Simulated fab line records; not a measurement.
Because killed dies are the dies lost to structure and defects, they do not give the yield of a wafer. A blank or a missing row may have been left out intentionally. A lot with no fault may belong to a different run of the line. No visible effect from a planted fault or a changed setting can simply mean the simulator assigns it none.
Struck lot and sound lot, side by side / flow n5-finfet / 38 steps out of a route of 1938
Sound: the wafers L165.3, L165.4, L165.6. Struck: wafer L149.3 (L149.2, L149.4, from the same lot, were not struck and are left out); the cause is given at the end.
For every step that has rows: the tool of each side, followed by ch and its chambers, followed by its first start. Under that, the readings that differ: sound wafers / struck wafers / difference of the means / sigmas: that difference in standard deviations of wafers without a fault.
alike: words and numbers the same on both sides, and readings whose means are apart by under 2 such deviations; not compared: readings that were withheld, readings missing a value for some wafer, numbers with overlapping values and no deviation given by the record, and bounds like >300 which may hide the same value.
A row with sigmas, a row that says differs or no value, or rows on one side alone: a step with any of these is where the two part. Numbers that don't overlap but have no deviation are shown without sigmas and don't part them. A reading missing from all wafers of one side parts the sides only when that side holds two or more wafers.

first, 9 steps without rows for these wafers: N5_BEOL_M4_ANNEAL_95 (time 240 s); N5_BEOL_M4_SPUTTER_96 (material Cu, target thk 4.5 nm, time 8.29 s); N5_BEOL_M4_ECD_50 (material Cu, target thk 300 nm); N5_BEOL_M4_ANNEAL_51 (time 90 s); N5_BEOL_M4_CMP_52 (polishes, stops on SiOC, t overpolish 6.8 s, target thk 40 nm); N5_BEOL_M4_PRE_CLEAN_60 (time 15 s); N5_BEOL_M4_CO_CAP_55 (material Co, precursor CCTBA/H2, target thk 2 nm, time 102.1 s); N5_BEOL_M4_PRE_CLEAN_56 (time 15 s); N5_BEOL_M4_DEP_57 (deposits SiCN from 3MS/NH3, target thk 8 nm, time 14 s).
N5_BEOL_M4_RC_MEAS_101:
  sound on prober-02 ch 0, day 12 09:26; struck on prober-01 ch 0, day 8 07:38
reading=DIBL_N (mV/V); sound=36.3 37.3 36.4; struck=32.8; difference=-3.9; sigmas=-2
reading=DIBL_P (mV/V); sound=37.0 38.3 37.1; struck=31.0; difference=-6.5; sigmas=-3
reading=SS_N (mV/dec); sound=71.4 71.6 71.6; struck=70.2; difference=-1.3; sigmas=-2
  alike: IOFF_N, IOFF_P, ION_N, ION_P, SS_P, VT_N, VT_P
then, 24 steps without rows for these wafers: N5_BEOL_M5_ILD_DEP_00 (deposits SiCOH lowk from DEMS/porogen, target thk 140.64 nm, time 25.9 s); N5_BEOL_M5_CURE_79 (cures SiCOH lowk, time 240 s); N5_BEOL_M5_PECVD_70 (deposits SiO2 from TEOS/O2, target thk 16 nm, time 18 s); N5_BEOL_M5_HM_DEP_02 (deposits TiN, target thk 20 nm); N5_BEOL_M5_COAT_59 (time 60 s, resist thk 60 nm); N5_BEOL_M5_COAT_60 (time 60 s, resist thk 12 nm); N5_BEOL_M5_COAT_71 (time 60 s, resist thk 5 nm); N5_BEOL_M5_COAT_05 (resist thk 30 nm); N5_BEOL_M5_EBR_07; N5_BEOL_M5_SOFTBAKE_06 (time 60 s); N5_BEOL_M5_EXPOSE_08 (exposes mask M5, target cd 28 nm); N5_BEOL_M5_PEB_09 (peb time 60 s); N5_BEOL_M5_DEVELOP_10 (develop time 30 s); N5_BEOL_M5_DESCUM_16 (chemistry O2, time 7 s); N5_BEOL_M5_ETCH_72 (etches underlayer in N2/H2, target depth 6.5 nm, time 5.2 s); N5_BEOL_M5_ETCH_61 (etches SiARC in CF4, target depth 15.6 nm, time 26 s); N5_BEOL_M5_ETCH_62 (etches SOC in N2/H2, target depth 75 nm, overetch 15 nm, time 112.5 s); N5_BEOL_M5_STRIP_63 (strips in N2/H2); N5_BEOL_M5_STRIP_73 (strips in N2/H2); N5_BEOL_M5_STRIP_64 (strips in CF4); N5_BEOL_M5_HM_OPEN_17 (chemistry Cl2/BCl3, target TiN, target depth 20 nm, overetch 6 nm); N5_BEOL_M5_STRIP_19 (strips in O2); N5_BEOL_M5_COAT_65 (time 60 s, resist thk 60 nm); N5_BEOL_M5_COAT_66 (time 60 s, resist thk 12 nm).
-- here the record skips 3 days between the struck wafers' starts before and after, leaving off in module BEOL_M5 and picking up in module BEOL_M12 (first step shown: number 1608 of the route) --
N5_BEOL_M12_EXPOSE_07: exposes mask V11.
  sound on krf-scanner-02 ch 0, day 15 01:59; struck on krf-scanner-01 ch 0, day 11 07:14
  alike: mask, focus-offset-nm
N5_BEOL_M12_CD_MEAS_10 targets a cd of 140 nm.
  sound on cd-sem-01 ch 0, day 15 02:08; struck on cd-sem-01 ch 0, day 11 07:24
reading=cd-nm (nm); sound=141.5 139.8 140.3; struck=99.0; difference=-41.5; sigmas=-28
N5_BEOL_M12_CD_MEAS_17 targets a cd of 140 nm.
  struck on cd-sem-01, day 11 07:59; sound on cd-sem-01, day 15 02:43
reading=cd-nm (nm); sound=141.6 139.9 140.1; struck=99.0; difference=-41.5; sigmas=-23
N5_PASSIVATION_PROBE_49:
  struck on prober-02, day 13 01:59; sound on prober-02, day 16 16:23
reading=defect-limited-yield (%); sound=91.7 90.8 90.8; struck=0; difference=-91; sigmas=-70
reading=killed_at_M4_up; sound=3 12 16; struck=1090; difference=+1080; sigmas=+99 or more
reading=killed-dies; sound=98 108 109; struck=1180; difference=+1075; sigmas=+72
reading=killed-on-rim; sound=10 14 10; struck=152; difference=+141; sigmas=+36
reading=sort_bin_5_function (%); sound=4.3 4.7 4.7; struck=96.8; difference=+92.2; sigmas=+99 or more
reading=sort-n-pass; sound=1082 1072 1071; struck=0; difference=-1075; sigmas=-72
reading=sort-yield-pct (%); sound=91.7 90.8 90.8; struck=0; difference=-91; sigmas=-70
  alike: killed_at_M0_to_M3, killed-at-contacts, killed-at-front-end, killed-at-other, killed-open, killed-short, sort_bin_6_memory

== WHERE THEY PART ==
Last at N5_PASSIVATION_PROBE_49 as far as this record goes, first at N5_BEOL_M4_RC_MEAS_101.

WHY: whatever the simulator had introduced
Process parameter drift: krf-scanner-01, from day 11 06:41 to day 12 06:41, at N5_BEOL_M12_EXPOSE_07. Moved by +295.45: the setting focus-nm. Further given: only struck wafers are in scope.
